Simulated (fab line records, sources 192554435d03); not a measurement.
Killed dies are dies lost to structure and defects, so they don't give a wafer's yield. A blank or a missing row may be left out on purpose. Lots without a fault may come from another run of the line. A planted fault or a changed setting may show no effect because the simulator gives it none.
fab line records | flow n5_finfet
record lots=7 wafers=21
route steps=1938 shown BEOL_M1@800 BEOL_M2@860 BEOL_M3@974 BEOL_M4@1059 BEOL_M5@1130
start_h: hours from the record's first day to the start of the lot's first wafer shown | wait_h: hours since the lot's step before | " the same as in the row above | L1.1+2: a row that stands for several wafers | - no value, or no start given | * or withheld: withheld | < > ~ a bound
route shown NAME@n: a module of which the file shows steps, and the number in the route of the first | usual: mean/standard deviation of fault-free wafers | same: alike in all rows | chamber/n: place in a boat | sites: the reading at each site | _std_site: their standard deviation | _edge_site: outer sites' mean less inner sites' | radius_mm: how far each site lies from the wafer's centre | mask NAME#n: copy n | behind: the tool/chamber that last shaped the wafer | hold: why the lot was held/for how many hours/how that ended | device: the transistor (n, p or np) that didn't switch | end of line: the same wafers' tests at the end of the route | a step without rows: its recipe alone | killed: dies lost to structure and defects at the first sort, not the wafer's yield | map: a wafer's dies, x killed, . not, _ none there
set.NAME: the setting as run; set.NAME@STEP: as run at that earlier step | model.NAME: the simulator's own value behind a step, which no gauge read
lots whose settings were changed on purpose; a table a step, a row a wafer
## steps
# step N5_BEOL_M1_TRENCH_ETCH_37
# recipe chemistry=C4F6/O2 target_depth_a=552.07 target=SiOC time_s=29 ion_energy_ev=250 pressure_mtorr=30 source_w=355 bias_w=185 Ar_flow_sccm=300 C4F6_flow_sccm=10 O2_flow_sccm=10
# columns lot.wafer tool chamber start_h wait_h set.time_s model.etch.depth_nm model.BEOL_M1.feature_depth_nm model.TiN_of_BEOL_M1_HM_DEP_02.thk_nm
L077.1 rie_diel-04 3 - - 29 54.36 54.4 18
L077.2 " 2 " " 25.29 47.86 47.8 18.6
L077.6 " 1 " " 25.29 47.67 47.6 18.6
L081.2 rie_diel-01 3 - - 29 54.55 54.6 17.8
L081.4 " 1 " " 33.1 65.07 65 17.4
L081.5 " 2 " " 33.1 64.44 64.4 17.6
L083.4 rie_diel-04 3 - - 29 54.57 54.6 17.6
L083.5 " 1 " " 29 54.51 54.6 17.8
L083.6 " 0 " " 29 54.74 54.8 17.6
L084.1 rie_diel-05 1 - - 29 55.36 55.4 17.8
L084.4 " 3 " " 29 54.78 54.8 17.8
L084.6 " 2 " " 23.15 44.4 44.4 18.4
L088.1 rie_diel-01 1 - - 25.69 50.49 50.4 18.2
L088.2 " 2 " " 29 56.38 56.4 17.6
L088.5 " 1 " " 29 57.1 57 17.8
L090.2 rie_diel-05 2 - - 33.33 64.16 64.2 17.6
L090.3 " 3 " " 33.33 63.97 64 17.4
L090.6 " 3 " " 29 55.68 55.6 18
L092.1 rie_diel-01 0 - - 23.46 46.25 46.2 17.6
L092.4 " 3 " " 23.46 44.4 44.4 18.2
L092.5 " 1 " " 29 56.95 57 17.4
# step N5_BEOL_M1_ETCH_41
# recipe chemistry=CH3F/O2 target=SiCN target_depth_a=319 taper_deg=2 time_s=57.8 ion_energy_ev=120 mask_material=TiN pressure_mtorr=30 source_w=395 bias_w=75 Ar_flow_sccm=150 CH3F_flow_sccm=30 O2_flow_sccm=20
# step N5_BEOL_M1_STRIP_97
# recipe chemistry=N2/H2 time_s=10 power_w=450 temp_c=40 pressure_mtorr=20 rf_frequency_hz=6e+07 bias_power_w=7 n2_flow_sccm=200 h2_flow_sccm=200
# step N5_BEOL_M1_OCD_MEAS_38
# usual trench_depth_nm=55.6/1.1
# columns lot.wafer tool chamber start_h wait_h set.time_s@BEOL_M1_TRENCH_ETCH_37 trench_depth_nm
L077.1 ocd-02 - 152.66 - 29 54.4
L077.2 " - " " 25.29 47.8
L077.6 " - " " 25.29 47.4
L081.2 ocd-01 - 181.24 - 29 54.4
L081.4 " - " " 33.1 65.1
L081.5 " - " " 33.1 64.5
L083.4 ocd-02 - 189.91 - 29 54.4
L083.5 " - " " 29 54.2
L083.6 " - " " 29 54.5
L084.1 ocd-01 - 204.96 - 29 54.9
L084.4 " - " " 29 55.1
L084.6 " - " " 23.15 44.6
L088.1 ocd-02 - 236.42 - 25.69 50.8
L088.2 " - " " 29 56.6
L088.5 " - " " 29 57.1
L090.2 ocd-01 - 245.45 - 33.33 63.7
L090.3 " - " " 33.33 63.9
L090.6 " - " " 29 55.8
L092.1 ocd-01 - 251.27 - 23.46 46.3
L092.4 " - " " 23.46 44.7
L092.5 " - " " 29 56.7
# step N5_BEOL_M2_ETCH_64
# recipe chemistry=N2/H2 target=SOC target_depth_a=750 overetch_a=225 mask_material=SiARC temp_c=40 time_s=121.9 ion_energy_ev=200 pressure_mtorr=30 source_w=840 bias_w=150 n2_flow_sccm=200 h2_flow_sccm=200
# columns lot.wafer tool chamber start_h wait_h set.time_s model.SiARC_of_BEOL_M2_COAT_62.thk_nm
L077.1 rie_diel-03 2 161.81 0.0 121.9 6.6
L077.2 " 1 " " 143.3 5.2
L077.6 " 3 " " 143.3 5.4
L081.2+5 rie_diel-02 3,1 187.50 0.0 121.9 6.4
L081.4 " 0 " " 121.9 6
L083.4+5+6 rie_diel-03 1,1,0 196.65 0.0 121.9 6
L084.1+4 rie_diel-02 1,3 212.80 0.0 104.9 7.2
L084.6 " 1 " " 121.9 6.4
L088.1 rie_diel-03 2 242.17 0.0 137.3 5.8
L088.2 " 3 " " 121.9 6.4
L088.5 " 2 " " 137.3 6
L090.2+3 rie_diel-06 3,1 252.28 0.0 121.9 6.4
L090.6 " 3 " " 112.3 6.8
L092.1 rie_diel-03 2 258.74 0.0 121.9 6.6
L092.4+5 " 0,1 " " 129.3 5.6
# step N5_BEOL_M2_STRIP_65
# recipe chemistry=N2/H2 temp_c=40 n2_flow_sccm=200 h2_flow_sccm=200 rf_frequency_hz=6e+07
# step N5_BEOL_M2_STRIP_75
# recipe chemistry=N2/H2 temp_c=40 n2_flow_sccm=200 h2_flow_sccm=200 rf_frequency_hz=6e+07
# step N5_BEOL_M2_STRIP_66
# recipe chemistry=CF4 resist=SiARC power_w=300 bias_power_w=75 pressure_mtorr=50 cf4_flow_sccm=150 rf_frequency_hz=6e+07
# step N5_BEOL_M2_HM_OPEN_17
# recipe chemistry=Cl2/BCl3 target_depth_a=200 overetch_a=60 target=TiN mask_material=SOC ion_energy_ev=150 pressure_mtorr=10 icp_w=1000 bias_w=126 Cl2_flow_sccm=53.25 bcl3_flow_sccm=21.75 Ar_flow_sccm=25
# columns lot.wafer tool chamber start_h wait_h set.time_s@BEOL_M2_ETCH_64 model.etch.depth_nm
L077.1 rie_metal-01 1 161.98 0.0 121.9 20.3
L077.2 " 0 " " 143.3 18.03
L077.6 " 1 " " 143.3 18.18
L081.2 rie_metal-03 1 187.68 0.0 121.9 19.89
L081.4 " 1 " " 121.9 19.88
L081.5 " 1 " " 121.9 20
L083.4 rie_metal-01 1 196.85 0.1 121.9 20.1
L083.5 " 0 " " 121.9 20.22
L083.6 " 1 " " 121.9 19.97
L084.1 rie_metal-01 0 212.99 0.0 104.9 19.84
L084.4 " 0 " " 104.9 19.8
L084.6 " 0 " " 121.9 19.9
L088.1 rie_metal-01 0 242.34 0.0 137.3 18.38
L088.2 " 1 " " 121.9 20.51
L088.5 " 0 " " 137.3 18.56
L090.2 rie_metal-01 0 252.45 0.0 121.9 20.23
L090.3 " 0 " " 121.9 20.15
L090.6 " 0 " " 112.3 20.08
L092.1 rie_metal-03 1 258.91 0.0 121.9 19.82
L092.4 " 1 " " 129.3 19.17
L092.5 " 1 " " 129.3 18.99
# step N5_BEOL_M2_COAT_76
# recipe resist=underlayer temp_c=205 time_s=60 spin_rpm=1500 resist_thk_nm=5
# columns lot.wafer tool chamber start_h wait_h set.spin_rpm
L077.1+2+6 litho_track-05 0 - - 1500
L081.2+4 litho_track-05 0 - - 1500
L081.5 " 0 " " 1453
L083.4+5+6 litho_track-04 0 - - 1500
L084.1 litho_track-04 0 - - 1585
L084.4+6 " 0 " " 1500
L088.1+5 litho_track-02 0 - - 1425
L088.2 " 0 " " 1500
L090.2+6 litho_track-04 0 - - 1500
L090.3 " 0 " " 1353
L092.1+4+5 litho_track-04 0 - - 1500
# step N5_BEOL_M2_COAT_22
# recipe resist=CAR-EUV spin_rpm=1500 resist_thk_nm=30
# step N5_BEOL_M2_EBR_24
# recipe solvent=PGMEA ebr_width_mm=1.5
# step N5_BEOL_M2_DESCUM_33
# recipe chemistry=O2 time_s=7 source_power_w=50 bias_power_w=20 pressure_mtorr=20 rf_frequency_hz=2.712e+07 temp_c=40 resist=CAR-EUV o2_flow_sccm=225
# step N5_BEOL_M2_ETCH_77
# recipe chemistry=N2/H2 target=underlayer target_depth_a=65 mask_material=CAR-EUV time_s=5.2 ion_energy_ev=200 pressure_mtorr=30 source_w=840 bias_w=150 n2_flow_sccm=200 h2_flow_sccm=200 ends=cleared
# columns lot.wafer tool chamber start_h wait_h set.spin_rpm@BEOL_M2_COAT_76 model.etch.depth_nm
L077.1 rie_diel-02 2 163.20 0.0 1500 4.998
L077.2 " 0 " " 1500 5.005
L077.6 " 3 " " 1500 4.993
L081.2 rie_diel-02 1 188.33 0.0 1500 4.994
L081.4 " 3 " " 1500 5
L081.5 " 1 " " 1453 5.078
L083.4 rie_diel-02 0 197.60 0.0 1500 4.997
L083.5 " 2 " " 1500 4.991
L083.6 " 3 " " 1500 4.999
L084.1 rie_diel-02 2 213.67 0.0 1585 4.871
L084.4 " 1 " " 1500 5.002
L084.6 " 3 " " 1500 4.999
L088.1 rie_diel-03 3 243.00 0.0 1425 5.115
L088.2 " 0 " " 1500 4.974
L088.5 " 2 " " 1425 5.105
L090.2 rie_diel-02 3 253.35 0.0 1500 5.013
L090.3 " 0 " " 1353 5.284
L090.6 " 0 " " 1500 5.003
L092.1 rie_diel-06 3 259.57 0.0 1500 5.002
L092.4 " 0 " " 1500 4.997
L092.5 " 1 " " 1500 4.998
# step N5_BEOL_M3_ETCH_70
# recipe chemistry=N2/H2 target=SOC target_depth_a=800 overetch_a=160 mask_material=SiARC temp_c=40 time_s=120 ion_energy_ev=200 pressure_mtorr=30 source_w=840 bias_w=150 n2_flow_sccm=200 h2_flow_sccm=200
# usual rf_vpp_V=523.6/2.3
# columns lot.wafer tool chamber start_h wait_h set.bias_w rf_vpp_V model.SiARC_of_BEOL_M3_COAT_68.thk_nm
L077.1 rie_diel-04 3 196.50 0.0 136.9 493.0 7
L077.2 " 0 " " 150 523.3 6.4
L077.6 " 1 " " 150 522.4 6.4
L081.2 rie_diel-01 1 215.32 0.0 150 525.4 6
L081.4 " 3 " " 150 521.5 6.4
L081.5 " 2 " " 150 524.3 6.2
L083.4 rie_diel-05 1 220.05 0.0 150 527.8 6.2
L083.5 " 3 " " 150 520.1 6.4
L083.6 " 2 " " 150 519.5 6.2
L084.1 rie_diel-01 0 266.31 0.0 150 524.5 5.8
L084.4 " 0 " " 150 525.6 6
L084.6 " 1 " " 150 526.2 6
L088.1 rie_diel-05 3 274.65 0.0 150 523.4 6.4
L088.2 " 2 " " 150 520.1 6.4
L088.5 " 3 " " 138.9 496.3 7
L090.2 rie_diel-04 2 283.26 0.0 131.9 481.6 7.4
L090.3 " 1 " " 150 520.9 6.4
L090.6 " 1 " " 131.9 482.1 7.2
L092.1 rie_diel-01 1 289.83 0.0 150 525.6 6
L092.4 " 2 " " 150 524.2 6.2
L092.5 " 0 " " 150 525.0 6
# step N5_BEOL_M3_TRENCH_ETCH_37
# recipe chemistry=C4F6/O2 target_depth_a=555.55 target=SiOC time_s=29.2 ion_energy_ev=250 pressure_mtorr=30 source_w=355 bias_w=185 Ar_flow_sccm=300 C4F6_flow_sccm=10 O2_flow_sccm=10
# columns lot.wafer tool chamber start_h wait_h set.time_s model.BEOL_M3.feature_depth_nm model.etch.depth_nm
L077.1 rie_diel-04 3 - - 29.2 55.2 55.24
L077.2 " 0 " " 34.28 64.8 64.85
L077.6 " 1 " " 34.28 64.6 64.58
L081.2 rie_diel-01 1 - - 29.2 57.2 57.24
L081.4 " 3 " " 34 64.6 64.53
L081.5 " 2 " " 29.2 56.4 56.48
L083.4 rie_diel-05 1 - - 29.2 56.8 56.81
L083.5 " 3 " " 29.2 56.8 56.74
L083.6 " 2 " " 29.2 57 56.92
L084.1 rie_diel-01 0 - - 29.2 57.4 57.48
L084.4 " 0 " " 29.2 57.8 57.71
L084.6 " 1 " " 29.2 57 56.92
L088.1 rie_diel-05 3 - - 29.2 56 56
L088.2 " 2 " " 29.2 56.6 56.57
L088.5 " 3 " " 31.96 61.4 61.36
L090.2 rie_diel-04 2 - - 29.2 54.4 54.5
L090.3 " 1 " " 29.2 55 55.03
L090.6 " 1 " " 35.72 67 66.95
L092.1 rie_diel-01 1 - - 29.2 57.8 57.78
L092.4 " 2 " " 29.2 57.2 57.17
L092.5 " 0 " " 29.2 58.2 58.28
# step N5_BEOL_M3_ETCH_41
# recipe chemistry=CH3F/O2 target=SiCN target_depth_a=299 taper_deg=2 time_s=52.5 ion_energy_ev=120 mask_material=TiN pressure_mtorr=30 source_w=395 bias_w=75 Ar_flow_sccm=150 CH3F_flow_sccm=30 O2_flow_sccm=20
# step N5_BEOL_M3_STRIP_97
# recipe chemistry=N2/H2 time_s=10 power_w=450 temp_c=40 pressure_mtorr=20 rf_frequency_hz=6e+07 bias_power_w=7 n2_flow_sccm=200 h2_flow_sccm=200
# step N5_BEOL_M3_OCD_MEAS_38
# usual trench_depth_nm=55.9/1
# columns lot.wafer tool chamber start_h wait_h set.time_s@BEOL_M3_TRENCH_ETCH_37 trench_depth_nm
L077.1 ocd-01 - 196.86 - 29.2 55.4
L077.2 " - " " 34.28 65.6
L077.6 " - " " 34.28 64.4
L081.2 ocd-02 - 215.67 - 29.2 57.1
L081.4 " - " " 34 64.3
L081.5 " - " " 29.2 56.6
L083.4 ocd-01 - 220.41 - 29.2 56.3
L083.5 " - " " 29.2 56.7
L083.6 " - " " 29.2 57.0
L084.1 ocd-01 - 266.66 - 29.2 57.8
L084.4 " - " " 29.2 57.9
L084.6 " - " " 29.2 56.7
L088.1 ocd-02 - 275.00 - 29.2 55.9
L088.2 " - " " 29.2 56.5
L088.5 " - " " 31.96 60.9
L090.2 ocd-01 - 283.62 - 29.2 54.7
L090.3 " - " " 29.2 55.4
L090.6 " - " " 35.72 67.0
L092.1 ocd-01 - 290.18 - 29.2 58.0
L092.4 " - " " 29.2 57.5
L092.5 " - " " 29.2 58.3
# step N5_BEOL_M4_DESCUM_33
# recipe chemistry=O2 time_s=7 source_power_w=50 bias_power_w=20 pressure_mtorr=20 rf_frequency_hz=2.712e+07 temp_c=40 resist=CAR-EUV o2_flow_sccm=225
# columns lot.wafer tool chamber start_h wait_h set.time_s model.CAR-EUV_of_BEOL_M4_COAT_22.thk_nm
L077.1 rie_diel-02 1 204.01 0.0 7 26.4
L077.2 " 2 " " 7.786 25.8
L077.6 " 2 " " 7 26.2
L081.2 rie_diel-06 3 225.66 0.0 7 26.2
L081.4 " 2 " " 6.028 26.6
L081.5 " 0 " " 6.028 26.8
L083.4 rie_diel-03 3 227.72 0.0 7 26.2
L083.5+6 " 1,0 " " 7 26
L084.1+6 rie_diel-03 2,0 275.40 0.1 7 26.2
L084.4 " 1 " " 8.091 25.8
L088.1 rie_diel-03 1 283.28 0.2 8.538 25.2
L088.2+5 " 0,2 " " 8.538 25.4
L090.2+3 rie_diel-02 2,0 292.40 0.0 6.311 26.4
L090.6 " 3 " " 7 26.2
L092.1+4 rie_diel-02 1,2 297.94 0.3 5.649 26.6
L092.5 " 1 " " 7 26
# step N5_BEOL_M4_ETCH_77
# recipe chemistry=N2/H2 target=underlayer target_depth_a=65 mask_material=CAR-EUV time_s=5.2 ion_energy_ev=200 pressure_mtorr=30 source_w=840 bias_w=150 n2_flow_sccm=200 h2_flow_sccm=200 ends=cleared
# columns lot.wafer tool chamber start_h wait_h set.time_s@BEOL_M4_DESCUM_33 model.CAR-EUV_of_BEOL_M4_COAT_22.thk_nm
L077.1 rie_diel-02 1 204.04 0.0 7 20.6
L077.2 " 2 " " 7.786 20.2
L077.6 " 2 " " 7 20.4
L081.2 rie_diel-06 3 225.69 0.0 7 20.4
L081.4 " 2 " " 6.028 21
L081.5 " 0 " " 6.028 21.2
L083.4+5+6 rie_diel-03 3,1,0 227.76 0.0 7 20.4
L084.1 rie_diel-03 2 275.43 0.0 7 20.4
L084.4 " 1 " " 8.091 20
L084.6 " 0 " " 7 20.6
L088.1+2+5 rie_diel-03 1,0,2 283.32 0.0 8.538 19.6
L090.2 rie_diel-02 2 292.43 0.0 6.311 20.8
L090.3 " 0 " " 6.311 20.6
L090.6 " 3 " " 7 20.4
L092.1+4 rie_diel-02 1,2 297.97 0.0 5.649 20.8
L092.5 " 1 " " 7 20.2
# step N5_BEOL_M4_ETCH_69
# recipe chemistry=CF4 target=SiARC target_depth_a=156 mask_material=CAR-EUV time_s=26 ion_energy_ev=80 pressure_mtorr=40 source_w=545 bias_w=36 Ar_flow_sccm=100 cf4_flow_sccm=100 ends=cleared
# columns lot.wafer tool chamber start_h wait_h set.time_s@BEOL_M4_DESCUM_33 model.CAR-EUV_of_BEOL_M4_COAT_22.thk_nm
L077.1 rie_diel-02 1 204.06 0.0 7 11.4
L077.2 " 2 " " 7.786 11
L077.6 " 2 " " 7 11.2
L081.2 rie_diel-06 3 225.71 0.0 7 11.2
L081.4 " 2 " " 6.028 11.8
L081.5 " 0 " " 6.028 12
L083.4+5 rie_diel-03 3,1 227.78 0.0 7 11.2
L083.6 " 0 " " 7 11
L084.1 rie_diel-03 2 275.45 0.0 7 11
L084.4 " 1 " " 8.091 10.8
L084.6 " 0 " " 7 11.4
L088.1 rie_diel-03 1 283.33 0.0 8.538 10.2
L088.2+5 " 0,2 " " 8.538 10.4
L090.2 rie_diel-02 2 292.45 0.0 6.311 11.6
L090.3 " 0 " " 6.311 11.4
L090.6 " 3 " " 7 11.2
L092.1+4 rie_diel-02 1,2 297.99 0.0 5.649 11.6
L092.5 " 1 " " 7 11
# step N5_BEOL_M4_TRENCH_ETCH_37
# recipe chemistry=C4F6/O2 target_depth_a=555.55 target=SiOC time_s=29.2 ion_energy_ev=250 pressure_mtorr=30 source_w=355 bias_w=185 Ar_flow_sccm=300 C4F6_flow_sccm=10 O2_flow_sccm=10
# usual rf_vpp_V=662/12
# columns lot.wafer tool chamber start_h wait_h set.bias_w rf_vpp_V
L077.1 rie_diel-03 0 - - 214.6 742
L077.2 " 3 " " 185 667
L077.6 " 1 " " 214.6 747
L081.2 rie_diel-02 1 - - 185 658
L081.4 " 3 " " 185 654
L081.5 " 1 " " 185 659
L083.4 rie_diel-03 2 - - 185 643
L083.5 " 0 " " 185 661
L083.6 " 1 " " 185 663
L084.1 rie_diel-02 1 - - 185 660
L084.4 " 0 " " 173.8 640
L084.6 " 2 " " 185 662
L088.1 rie_diel-02 0 - - 200.6 717
L088.2 " 2 " " 185 661
L088.5 " 0 " " 200.6 719
L090.2 rie_diel-03 3 - - 185 678
L090.3 " 0 " " 211.4 735
L090.6 " 0 " " 185 660
L092.1 rie_diel-06 0 - - 185 690
L092.4 " 3 " " 208.9 739
L092.5 " 2 " " 208.9 747
# step N5_BEOL_M5_ETCH_72
# recipe chemistry=N2/H2 target=underlayer target_depth_a=65 mask_material=CAR-EUV time_s=5.2 ion_energy_ev=200 pressure_mtorr=30 source_w=840 bias_w=150 n2_flow_sccm=200 h2_flow_sccm=200 ends=cleared
# usual etch_rf_on_time_s=5.13/0.12 rf_vpp_V=523.4/2.8
# columns lot.wafer tool chamber start_h wait_h set.bias_w etch_rf_on_time_s rf_vpp_V
L077.1 rie_diel-04 2 231.55 0.0 150 5.15 521.0
L077.2 " 3 " " 150 5.21 519.8
L077.6 " 2 " " 150 5.17 521.7
L081.2 rie_diel-04 2 255.99 0.0 150 5.22 519.1
L081.4 " 0 " " 150 5.26 522.6
L081.5 " 2 " " 150 5.23 520.5
L083.4 rie_diel-05 2 260.45 0.0 150 5.11 520.9
L083.5 " 1 " " 150 5.15 527.6
L083.6 " 0 " " 150 5.30 526.6
L084.1 rie_diel-04 1 287.30 0.0 123.3 5.74 460.6
L084.4 " 1 " " 123.3 5.72 459.0
L084.6 " 2 " " 150 5.16 520.0
L088.1 rie_diel-05 2 304.66 0.0 150 5.03 518.8
L088.2 " 3 " " 171.9 4.72 568.3
L088.5 " 1 " " 150 5.06 529.6
L090.2 rie_diel-05 1 313.02 0.0 161.4 4.97 552.1
L090.3 " 2 " " 161.4 4.96 545.3
L090.6 " 3 " " 150 5.11 520.9
L092.1 rie_diel-01 3 326.27 0.0 150 5.24 520.7
L092.4 " 1 " " 171 4.54 570.2
L092.5 " 0 " " 150 5.00 527.3
## key
split step=N5_BEOL_M1_TRENCH_ETCH_37 setting=time_s stated=29 by=wafer
response step=N5_BEOL_M1_TRENCH_ETCH_37 reading=model.etch.depth_nm change=+0.579 per=1% r=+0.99
response step=N5_BEOL_M1_TRENCH_ETCH_37 reading=model.BEOL_M1.feature_depth_nm change=+0.582 per=1% r=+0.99
response step=N5_BEOL_M1_TRENCH_ETCH_37 reading=model.TiN_of_BEOL_M1_HM_DEP_02.thk_nm change=-0.0314 per=1% r=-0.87
response step=N5_BEOL_M1_OCD_MEAS_38 reading=trench_depth_nm change=+0.569 per=1% r=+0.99
split step=N5_BEOL_M2_ETCH_64 setting=time_s stated=121.9 by=wafer
response step=N5_BEOL_M2_ETCH_64 reading=model.SiARC_of_BEOL_M2_COAT_62.thk_nm change=-0.0651 per=1% r=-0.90
response step=N5_BEOL_M2_HM_OPEN_17 reading=model.etch.depth_nm shape=bent at_lowest=19.82 at_stated=20.08 at_highest=18.1
split step=N5_BEOL_M2_COAT_76 setting=spin_rpm stated=1500 by=wafer
response step=N5_BEOL_M2_ETCH_77 reading=model.etch.depth_nm change=-0.0268 per=1% r=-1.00
split step=N5_BEOL_M3_ETCH_70 setting=bias_w stated=150 by=wafer
response step=N5_BEOL_M3_ETCH_70 reading=rf_vpp_V change=+3.33 per=1% r=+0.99
response step=N5_BEOL_M3_ETCH_70 reading=model.SiARC_of_BEOL_M3_COAT_68.thk_nm change=-0.0742 per=1% r=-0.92
split step=N5_BEOL_M3_TRENCH_ETCH_37 setting=time_s stated=29.2 by=wafer
response step=N5_BEOL_M3_TRENCH_ETCH_37 reading=model.BEOL_M3.feature_depth_nm change=+0.531 per=1% r=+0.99
response step=N5_BEOL_M3_TRENCH_ETCH_37 reading=model.etch.depth_nm change=+0.526 per=1% r=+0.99
response step=N5_BEOL_M3_OCD_MEAS_38 reading=trench_depth_nm change=+0.517 per=1% r=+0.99
split step=N5_BEOL_M4_DESCUM_33 setting=time_s stated=7 by=wafer
response step=N5_BEOL_M4_DESCUM_33 reading=model.CAR-EUV_of_BEOL_M4_COAT_22.thk_nm change=-0.0314 per=1% r=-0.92
response step=N5_BEOL_M4_ETCH_77 reading=model.CAR-EUV_of_BEOL_M4_COAT_22.thk_nm change=-0.0343 per=1% r=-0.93
response step=N5_BEOL_M4_ETCH_69 reading=model.CAR-EUV_of_BEOL_M4_COAT_22.thk_nm change=-0.0328 per=1% r=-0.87
split step=N5_BEOL_M4_TRENCH_ETCH_37 setting=bias_w stated=185 by=wafer
response step=N5_BEOL_M4_TRENCH_ETCH_37 reading=rf_vpp_V change=+4.71 per=1% r=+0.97
split step=N5_BEOL_M5_ETCH_72 setting=bias_w stated=150 by=wafer
response step=N5_BEOL_M5_ETCH_72 reading=etch_rf_on_time_s change=* per=1% r=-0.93
response step=N5_BEOL_M5_ETCH_72 reading=rf_vpp_V change=+3.28 per=1% r=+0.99
